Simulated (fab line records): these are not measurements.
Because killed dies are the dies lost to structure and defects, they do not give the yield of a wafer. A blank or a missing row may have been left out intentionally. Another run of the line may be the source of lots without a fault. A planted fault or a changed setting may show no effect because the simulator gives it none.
Split-lot trial | flow n5-finfet | route with 1938 steps; 7 lots, 21 wafers read

== THE SPLIT ==
At N5_FIN_SAQP_HM_DEP_03 (deposits SiNx from SiH4/NH3/N2, target thk 38 nm, time 33.6 s), the setting time-s was moved away from the recipe's 33.6 s on 5 of the 21 wafers read, by -10.0% to +7.7%. This setting was run at the recipe's value on the other wafers.

== FROM THE SPLIT TO THE READING: what the file shows between them, 12 steps ==
- N5_FIN_SAQP_THK_MEAS_05
- N5_FIN_SAQP_PECVD_06: deposits a-Si from SiH4/He, target thk 60 nm, time 48.1 s (also split here: time-s)
- N5_FIN_SAQP_THK_MEAS_07
- N5_FIN_SAQP_MANDREL_ETCH_22: etches a-Si in HBr/Cl2, stops on SiNx, target depth 60 nm, bt time 10 s, time 30 s (also split here: over-etch-frac)
- N5_FIN_SAQP_SPACER1_ALD_24: deposits SiO2, target thk 20.3 nm, pulse time 1 s, purge time 2 s (also split here: temp-c)
- N5_FIN_SAQP_SPACER1_ETCHBACK_25: etches SiO2 in CHF3/O2, target depth 24.4 nm, time 12.2 s
- N5_FIN_SAQP_MANDREL1_REMOVE_56: chemistry HBr/Cl2/O2, target a-Si, stops on SiNx, bt time 10 s
- N5_FIN_SAQP_MANDREL2_REMOVE_60: chemistry HBr/Cl2/O2, target a-Si, stops on SiNx, bt time 10 s
- N5_FIN_SAQP_HM_OPEN_33: chemistry CH3F/O2, target SiNx, target depth 49.4 nm, time 70.6 s
- N5_FIN_SAQP_ETCH_34: etches SiO2 in C4F6/O2, target depth 45 nm, time 15 s
- N5_FIN_SAQP_STRIP_77: strips in N2/H2, time 90 s
- N5_FIN_SAQP_PRECLEAN_38: cleans in O3/DIW, time 45 s

== THE READING ==
SiNx_of_FIN_SAQP_HM_DEP_03.thk-nm (the simulator's own value, which no gauge read), in nm, at N5_FIN_SAQP_PRECLEAN_45 (cleans in dHF, time 10 s). The file gives no usual value for it. Here, 16 wafers ran the recipe; their average is 20.7 nm with a standard deviation of 0.42 nm.

wafer  | tool, chamber at the split | time-s as run, s | against the recipe | SiNx_of_FIN_SAQP_HM_DEP_03.thk-nm, nm | against lot-mates on the recipe
L075.1 | pecvd-02, 2                | 33.6             | recipe             | 20.6                                  | -
L075.4 | pecvd-02, 1                | 33.6             | recipe             | 21                                    | -
L075.5 | pecvd-02, 2                | 33.6             | recipe             | 20.8                                  | -
L077.4 | pecvd-02, 1                | 33.6             | recipe             | 20.8                                  | -
L077.5 | pecvd-02, 2                | 33.6             | recipe             | 21.2                                  | -
L077.6 | pecvd-02, 0                | 33.6             | recipe             | 20.4                                  | -
L079.1 | pecvd-02, 1                | 33.6             | recipe             | 20.4                                  | -
L079.4 | pecvd-02, 1                | 33.6             | recipe             | 21                                    | -
L079.6 | pecvd-02, 0                | 30.87            | -8.1%              | 17.6                                  | -3.1
L082.3 | pecvd-04, 1                | 33.6             | recipe             | 20.4                                  | -
L082.4 | pecvd-04, 1                | 36.19            | +7.7%              | 23.6                                  | +3.1
L082.5 | pecvd-04, 0                | 33.6             | recipe             | 20.6                                  | -
L085.3 | pecvd-04, 2                | 30.24            | -10.0%             | 17.4                                  | -4.0
L085.5 | pecvd-04, 2                | 33.6             | recipe             | 21.4                                  | -
L085.6 | pecvd-04, 1                | 33.6             | recipe             | 21.4                                  | -
L086.2 | pecvd-04, 1                | 33.6             | recipe             | 19.8                                  | -
L086.4 | pecvd-04, 1                | 33.6             | recipe             | 20.2                                  | -
L086.6 | pecvd-04, 0                | 33.6             | recipe             | 20.8                                  | -
L092.3 | pecvd-02, 1                | 35.61            | +6.0%              | 22.6                                  | +1.6
L092.4 | pecvd-02, 2                | 33.6             | recipe             | 21                                    | -
L092.5 | pecvd-02, 0                | 35.61            | +6.0%              | 23                                    | +2.0

THE FIT
A straight line over all 21 wafers: SiNx_of_FIN_SAQP_HM_DEP_03.thk-nm changes by +0.356 nm for each +1% of time-s; r = +0.96; the points scatter about the line by 0.4 nm.
The same after taking each lot's own level away (the mean of its wafers on the recipe; 21 wafers): +0.373 nm for each +1%; r = +0.98; scatter 0.29 nm.
Per that fit: largest time-s move, reading shift of 3.7 nm.
The lots' own levels span 20.27 to 21.40 nm, that is 2.7 times the standard deviation above.
Hence the lot-to-lot level has little effect on the slope; both slopes agree.
Check: for one of the wafers moved furthest among these (-10.0%), held out of the fit, the line's prediction against its lot-mates is -3.63 nm. It came out at -4 nm against them.

== THE OTHER SPLITS THESE WAFERS WENT THROUGH ==
Other splits were also applied to these wafers ahead of the reading. Each is held against what the fit with the lots' levels taken away leaves over:
other split on the same wafers             | wafers away from the commonest value | r with SiNx_of_FIN_SAQP_HM_DEP_03.thk-nm (lot level and that fit taken away)
N5_FIN_SAQP_PECVD_06 time-s                | 5                                    | +0.22
N5_FIN_SAQP_MANDREL_ETCH_22 over-etch-frac | 7                                    | +0.02
N5_FIN_SAQP_SPACER1_ALD_24 temp-c          | 5                                    | -0.09

== THE WHOLE CHAIN: every reading that the file lists as answering this split, in the file's order ==
step                    | what it does                                                      | reading                                                                            | change (the file's fit)               | r (the file's)
N5_FIN_SAQP_HM_DEP_03   | deposits SiNx from SiH4/NH3/N2, target thk 38 nm, time 33.6 s     | SiNx_of_FIN_SAQP_HM_DEP_03.thk-nm (the simulator's own value, which no gauge read) | +0.391 nm for each +1% of the setting | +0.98
N5_FIN_SAQP_THK_MEAS_05 |                                                                   | thk-nm                                                                             | withheld for each +1% of the setting  | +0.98
N5_FIN_SAQP_HM_OPEN_33  | chemistry CH3F/O2, target SiNx, target depth 49.4 nm, time 70.6 s | etch-rf-on-time-s                                                                  | withheld for each +1% of the setting  | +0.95
N5_FIN_SAQP_HM_OPEN_33  | chemistry CH3F/O2, target SiNx, target depth 49.4 nm, time 70.6 s | etch.depth-nm (the simulator's own value, which no gauge read)                     | +0.392 nm for each +1% of the setting | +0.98
N5_FIN_SAQP_ETCH_34     | etches SiO2 in C4F6/O2, target depth 45 nm, time 15 s             | SiNx_of_FIN_SAQP_HM_DEP_03.thk-nm (the simulator's own value, which no gauge read) | +0.397 nm for each +1% of the setting | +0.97
N5_FIN_SAQP_PRECLEAN_45 | cleans in dHF, time 10 s                                          | SiNx_of_FIN_SAQP_HM_DEP_03.thk-nm (the simulator's own value, which no gauge read) | +0.382 nm for each +1% of the setting | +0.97

== FILE'S OWN FIT ==
SiNx_of_FIN_SAQP_HM_DEP_03.thk-nm changes by +0.382 nm for each +1% of time-s, r = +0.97.
